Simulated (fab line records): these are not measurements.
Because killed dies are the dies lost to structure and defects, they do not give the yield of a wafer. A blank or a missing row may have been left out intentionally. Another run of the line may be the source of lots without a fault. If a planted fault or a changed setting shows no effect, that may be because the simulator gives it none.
fab line records	flow n5-finfet
record lots=6	wafers=17	last-day=17
route steps=1938 shown HKMG_FIN@409 PASSIVATION@1936
lots untouched by any fault: they come from a run of this same line in which no faults occurred
start-h: start of the lot's first displayed wafer, in hours after the record's first day	wait-h: hours from the lot's prior step to this one	" identical to the entry in the row above	L1.1+2: one row covering several wafers at once	- no value present, or no start provided	* or withheld: withheld	< > ~ a bound
route shown NAME@n: NAME is a module with steps in the file, n the number in the route of the first one	usual: average and standard deviation across the fault-free wafers	same: alike in all rows	chamber/n: place in a boat	sites: the reading at each site	_std_site: how widely they spread, as a standard deviation	_edge_site: mean of outer sites minus mean of inner sites	radius-mm: for every site, how far away it sits from the centre of the wafer	mask NAME#n: copy n	behind: the tool/chamber that last shaped the wafer	hold: reason for holding the lot/hours on hold/outcome of the hold	device: the n, p or np transistor that did not switch	end of line: tests run on the same wafers once the route is complete	a step without rows: its recipe alone	killed: count of dies lost to structure and defects at first sort (not the wafer's yield)	map: per-die view of a wafer (x killed, . not killed, _ where there is no die)
set.NAME: the setting the step ran with; set.NAME@STEP: the setting that earlier step ran with	model.NAME: the simulator's own value behind a step, which no gauge read
lots at some steps of the route; a table a step, a row a wafer
services: the hour from which a tool's chamber was out of use, counted from the record's first day as start-h (under 0 if before that day), plus the number of hours and why
## steps
# step N5_HKMG_FIN_STRIP_60
# recipe chemistry=N2/H2	power-w=2500	temp-c=300	h2-frac=0.65	time-s=360	pressure-mtorr=withheld	n2-flow-sccm=1750	h2-flow-sccm=3250
# usual drypump-motor-current-A=5.60/0.29	heater-power-w=523/32
lot.wafer	tool	chamber	start-h	wait-h	drypump-motor-current-A	heater-power-w	rf-hours-counter-h
L154.2	plasma-asher-02	0	81.22	0.0	5.89	534	92
L154.4	"	1	"	"	5.73	492	-
L154.5	"	0	"	"	5.88	522	-
L162.2	plasma-asher-01	1	127.56	0.0	5.11	565	47
L162.4	"	0	"	"	5.66	523	-
L162.5	"	1	"	"	5.11	577	-
L164.1	plasma-asher-01	0	140.64	0.0	5.66	496	50
L164.2	"	1	"	"	5.09	562	50
L172.2	plasma-asher-02	1	186.95	0.2	5.73	477	113
L172.5	"	1	"	"	5.74	498	-
L172.6	"	0	"	"	5.87	530	-
L175.3	plasma-asher-01	1	203.94	0.1	5.08	572	-
L175.4	"	0	"	"	5.69	513	-
L175.6	"	0	"	"	5.68	516	-
L176.1	plasma-asher-02	1	212.26	0.0	5.73	490	118
L176.4	"	1	"	"	5.73	483	-
L176.5	"	0	"	"	5.88	538	-
# step N5_HKMG_FIN_WET_ETCH_77
# recipe chemistry=dHCl	mix=1:10000	temp-c=25	target=La2O3	stop-on=HfO2	target-depth-nm=2
# step N5_HKMG_FIN_WET_ETCH_78
# recipe chemistry=dNH4OH	mix=1:50	temp-c=25	target=Al2O3	stop-on=La2O3	target-depth-nm=4.5	dry=ipa-marangoni	rinse-time-s=30	rinse-temp-c=23
# step N5_HKMG_FIN_ALD_79
# recipe material=TiN	target-thk-a=15	temp-c=400	ald-precursor-family=TiCl4	ald-co-reactant=NH3	pulse-time-s=1	purge-time-s=3	co-reactant-purge-time-s=2	co-reactant-pulse-time-s=2	ald-cycles=68	pressure-torr=3
# usual ald-cycles=68/0	heater-power-w=891/64	precursor-pulse-height-rel=1.003/0.021
lot.wafer	tool	chamber	start-h	wait-h	ald-cycles	heater-power-w	precursor-pulse-height-rel
L154.2	ald-metal-03	2	81.71	0.0	68	904	0.993
L154.4	"	0	"	"	68	1027	0.982
L154.5	"	2	"	"	68	904	0.954
L162.2	ald-metal-03	0	128.06	0.0	68	1013	0.991
L162.4	"	2	"	"	68	905	0.997
L162.5	"	0	"	"	68	1018	1.002
L164.1	ald-metal-03	1	141.14	0.0	68	838	1.029
L164.2	"	3	"	"	68	970	1.004
L172.2	ald-metal-03	3	187.45	0.0	68	983	0.997
L172.5	"	0	"	"	68	1016	0.973
L172.6	"	2	"	"	68	898	0.985
L175.3	ald-metal-03	0	204.32	0.0	68	1029	1.006
L175.4	"	3	"	"	68	984	1.011
L175.6	"	1	"	"	68	807	1.030
L176.1	ald-metal-03	3	212.75	0.0	68	971	0.997
L176.4	"	2	"	"	68	913	1.007
L176.5	"	1	"	"	68	827	1.013
# step N5_HKMG_FIN_CVD_62
# recipe material=a-Si	target-thk-a=30	temp-c=500	precursor=Si2H6	pressure-torr=1	time-s=20.8
# usual heater-power-w=1415/73
lot.wafer	tool	chamber	start-h	wait-h	heater-power-w
L154.2	thermal-cvd-si-02	1	82.07	0.2	1426
L154.4	"	2	"	"	1376
L154.5	"	1	"	"	1428
L162.2	thermal-cvd-si-02	0	128.42	0.2	1361
L162.4	"	2	"	"	1367
L162.5	"	0	"	"	1382
L164.1	thermal-cvd-si-02	1	141.51	0.2	1409
L164.2	"	0	"	"	1391
L172.2	thermal-cvd-si-02	1	187.81	0.2	1444
L172.5	"	0	"	"	1361
L172.6	"	2	"	"	1400
L175.3	thermal-cvd-si-01	0	204.68	0.2	1511
L175.4	"	0	"	"	1526
L175.6	"	1	"	"	1310
L176.1	thermal-cvd-si-02	2	213.11	0.2	1390
L176.4	"	0	"	"	1362
L176.5	"	2	"	"	1375
# step N5_HKMG_FIN_RTA_80
# recipe temp-c=withheld	time-s=2	ambient=N2	idle-temp-c=600	ramp-up-c-per-s=150	ramp-down-c-per-s=60	cool-to-c=600
# step N5_HKMG_FIN_PRECLEAN_64
# recipe chemistry=dHF	time-s=30	temp-c=25	dilution=withheld
# step N5_HKMG_FIN_WET_ETCH_65
# recipe chemistry=TMAH	temp-c=70	conc-wt-pct=5	target=a-Si	stop-on=TiN	time-s=49	target-depth-nm=3
# step N5_HKMG_FIN_WET_ETCH_81
# recipe chemistry=SC1	target=TiN	stop-on=HfO2	mix=1:1:5	temp-c=60	time-s=57	target-depth-nm=6
# step N5_HKMG_FIN_WET_ETCH_82
# recipe chemistry=dHCl	mix=1:10000	temp-c=25	target=La2O3	stop-on=HfO2	target-depth-nm=2	dry=ipa-marangoni	rinse-time-s=30	rinse-temp-c=23
# step N5_HKMG_FIN_ALD_36
# recipe material=TiN	target-thk-a=10	temp-c=400	ald-precursor-family=TiCl4	ald-co-reactant=NH3	pulse-time-s=1	purge-time-s=3	co-reactant-purge-time-s=2	co-reactant-pulse-time-s=2	ald-cycles=47	pressure-torr=3
# usual ald-cycles=47/0	heater-power-w=880/52	precursor-pulse-height-rel=1.002/0.021
lot.wafer	tool	chamber	start-h	wait-h	ald-cycles	heater-power-w	precursor-pulse-height-rel
L154.2	ald-metal-01	2	82.89	0.0	47	827	1.002
L154.4	"	3	"	"	47	871	1.009
L154.5	"	3	"	"	47	889	1.019
L162.2	ald-metal-01	0	128.85	0.0	47	875	0.988
L162.4	"	2	"	"	47	838	1.005
L162.5	"	1	"	"	47	883	0.983
L164.1	ald-metal-02	0	141.90	0.0	47	830	1.023
L164.2	"	2	"	"	47	798	1.043
L172.2	ald-metal-01	1	188.23	0.0	47	888	1.004
L172.5	"	3	"	"	47	877	0.997
L172.6	"	0	"	"	47	894	0.978
L175.3	ald-metal-02	0	205.08	0.0	47	822	0.970
L175.4	"	3	"	"	47	872	1.021
L175.6	"	2	"	"	47	787	1.034
L176.1	ald-metal-02	0	213.73	0.0	47	819	1.059
L176.4	"	1	"	"	47	827	1.015
L176.5	"	3	"	"	47	857	0.983
# step N5_HKMG_FIN_THK_MEAS_70
# recipe thk-meas-gauge=xrf	reads=HfO2_of_HKMG_FIN_HK_ALD_01
# usual HK_THK=1.612/0.021
lot.wafer	tool	chamber	start-h	wait-h	HK_THK[nm]
L154.2	film-metro-02	-	83.17	0.2	1.642
L154.4	"	-	"	"	1.578
L154.5	"	-	"	"	1.614
L162.2	film-metro-01	-	129.13	0.2	1.603
L162.4	"	-	"	"	1.607
L162.5	"	-	"	"	1.585
L164.1	film-metro-01	-	142.18	0.2	1.599
L164.2	"	-	"	"	1.610
L172.2	film-metro-02	-	188.51	0.2	1.580
L172.5	"	-	"	"	1.582
L172.6	"	-	"	"	1.624
L175.3	film-metro-02	-	205.36	0.2	1.595
L175.4	"	-	"	"	1.574
L175.6	"	-	"	"	1.585
L176.1	film-metro-01	-	214.01	0.2	1.603
L176.4	"	-	"	"	1.596
L176.5	"	-	"	"	1.590
# step N5_HKMG_FIN_PWFM_ALD_03
# recipe material=TiN	target-thk-a=20	temp-c=400	ald-precursor-family=TiCl4	ald-co-reactant=NH3	pulse-time-s=1	purge-time-s=3	co-reactant-purge-time-s=2	co-reactant-pulse-time-s=2	ald-cycles=91	pressure-torr=3
# usual ald-cycles=91/0	heater-power-w=879/62	precursor-pulse-height-rel=1.001/0.019
lot.wafer	tool	chamber	start-h	wait-h	ald-cycles	heater-power-w	precursor-pulse-height-rel	model.TiN_of_HKMG_FIN_PWFM_ALD_03.thk-nm
L154.2	ald-metal-02	3	83.20	0.0	91	876	1.016	2
L154.4	"	1	"	"	91	846	0.985	2
L154.5	"	1	"	"	91	872	1.021	2
L162.2	ald-metal-03	2	129.17	0.0	40	914	1.027	0.8
L162.4	"	3	"	"	91	964	0.998	2
L162.5	"	2	"	"	91	902	1.015	2
L164.1	ald-metal-03	1	142.22	0.0	91	807	1.020	2
L164.2	"	2	"	"	40	895	0.977	0.8
L172.2	ald-metal-02	0	188.54	0.0	91	839	0.978	2
L172.5	"	0	"	"	91	825	1.004	2
L172.6	"	3	"	"	91	878	1.008	2
L175.3	ald-metal-03	0	205.40	0.0	91	1040	1.000	2
L175.4	"	2	"	"	91	923	1.004	2
L175.6	"	1	"	"	91	795	1.006	2
L176.1	ald-metal-01	2	214.05	0.0	91	835	1.011	2
L176.4	"	0	"	"	91	914	0.997	2
L176.5	"	1	"	"	91	887	0.973	2
# step N5_HKMG_FIN_COAT_29
# recipe resist=SOC	temp-c=250	time-s=60	spin-rpm=1500	resist-thk-nm=300
# step N5_PASSIVATION_PROBE_49
# usual killed_at_M0_to_M3=32/9.7	killed_at_M4_up=14/5.3	killed-at-contacts=11/6	killed-at-front-end=39/14	killed-at-other=3.3/2.7	killed-dies=100/17	killed-open=66/13	killed-short=32/7.4
# same gross-dies=1180	killed-at-back-side=0
lot.wafer	tool	chamber	start-h	wait-h	killed_at_M0_to_M3	killed_at_M4_up	killed-at-contacts	killed-at-front-end	killed-at-other	killed-dies	killed-open	killed-short
L172.2	prober-02	-	377.50	0.1	28	17	21	42	1	109	62	47
L172.5	prober-02	-	377.65	0.2	31	8	20	36	1	96	67	29
L172.6	prober-02	-	377.70	0.3	26	17	10	59	4	116	75	38
L175.3	prober-01	-	398.51	0.1	35	9	9	57	7	117	70	41
L175.4	prober-01	-	398.56	0.2	29	9	9	37	1	85	56	27
L175.6	prober-01	-	398.66	0.3	34	14	8	65	3	124	81	35
# killed by level:class
L172.2 MOL_CONTACT_COAG:geometric-particle:open=15 FIN_SAQP:geometric-particle:short=13 STI_FIN_REVEAL:geometric-particle:open=7 BEOL_M4:geometric-particle:open=7 BEOL_M1:geometric-particle:short=7 BEOL_M2:geometric-particle:open=7 MOL_CONTACT_COAG:geometric-particle:short=6 BEOL_M0_SAQP:geometric-particle:short=6
L172.5 MOL_CONTACT_COAG:geometric-particle:open=17 STI_FIN_REVEAL:geometric-particle:open=14 FIN_SAQP:geometric-particle:short=9 FIN_SAQP:geometric-particle:open=8 BEOL_M1:geometric-particle:short=7 BEOL_M2:geometric-particle:open=7 BEOL_M1:geometric-particle:open=5 BEOL_M0_SAQP:geometric-particle:short=3
L172.6 STI_FIN_REVEAL:geometric-particle:open=18 FIN_SAQP:geometric-particle:short=9 MOL_CONTACT_COAG:geometric-particle:open=9 FIN_SAQP:geometric-particle:open=8 BEOL_M1:geometric-particle:open=6 BEOL_M2:geometric-particle:open=5 DUMMY_GATE:geometric-particle:open=4 GATE_CUT:geometric-particle:short=4
L175.3 GATE_CUT:geometric-particle:short=11 FIN_SAQP:geometric-particle:open=9 BEOL_M0_SAQP:geometric-particle:open=9 BEOL_M3:geometric-particle:open=8 GATE_CUT:geometric-particle:open=7 BEOL_M2:geometric-particle:open=7 STARTING-WAFER:geometric-particle:open=6 MOL_CONTACT_COAG:geometric-particle:open=5
L175.4 STI_FIN_REVEAL:geometric-particle:open=8 BEOL_M2:geometric-particle:open=8 BEOL_M3:geometric-particle:open=7 MOL_CONTACT_COAG:geometric-particle:open=6 ILD0:geometric-particle:short=5 BEOL_M0_SAQP:geometric-particle:short=5 FIN_SAQP:geometric-particle:short=4 FIN_SAQP:geometric-particle:open=4
L175.6 BEOL_M0_SAQP:geometric-particle:open=10 FIN_SAQP:geometric-particle:open=9 BEOL_M0_SAQP:geometric-particle:short=9 FIN_SAQP:geometric-particle:short=7 STI_FIN_REVEAL:geometric-particle:open=7 GATE_CUT:geometric-particle:open=7 ILD0:geometric-particle:open=6 ILD0:geometric-particle:short=6
## services
tool	chamber	start-h	hours	kind
thermal-cvd-si-02	0	82.01	7.6	repair
plasma-asher-01	-	84.38	1.2	repair
plasma-asher-01	-	88.71	1.4	repair
ald-metal-03	0	141.07	13.3	repair
ald-metal-03	2	157.12	6.8	repair
thermal-cvd-si-01	0	174.50	4.9	repair
ald-metal-03	1	177.29	10.4	repair
plasma-asher-02	-	184.82	2.1	repair
## key
first-sign step=N5_HKMG_FIN_PWFM_ALD_03	reading=ald-cycles	direction=down	sigmas=99+	usual=*	struck=*
effect none on later readings
model-effect step=N5_HKMG_FIN_PWFM_ALD_03	value=TiN_of_HKMG_FIN_PWFM_ALD_03.thk-nm	without=2	struck=0.8
met-at N5_HKMG_FIN_PWFM_ALD_03
struck-wafers L162.2,L164.2
tester-left-out L162,L164
fault kind=process-parameter-drift	tool=ald-metal-03	chamber=-	onset-h=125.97	steps=N5_HKMG_FIN_PWFM_ALD_03	channel=ald-cycles	offset=*	shape=step	end-h=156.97	scope=struck-wafers-only	acts-in=*	stated=*
# tester-left-out: of these lots the tester's yield and bins aren't shown, on N5 and GAA mostly nor the transistor test; their killed dies are dies lost to structure and defects alone, not to doping, threshold or leakage, so they don't give the yield
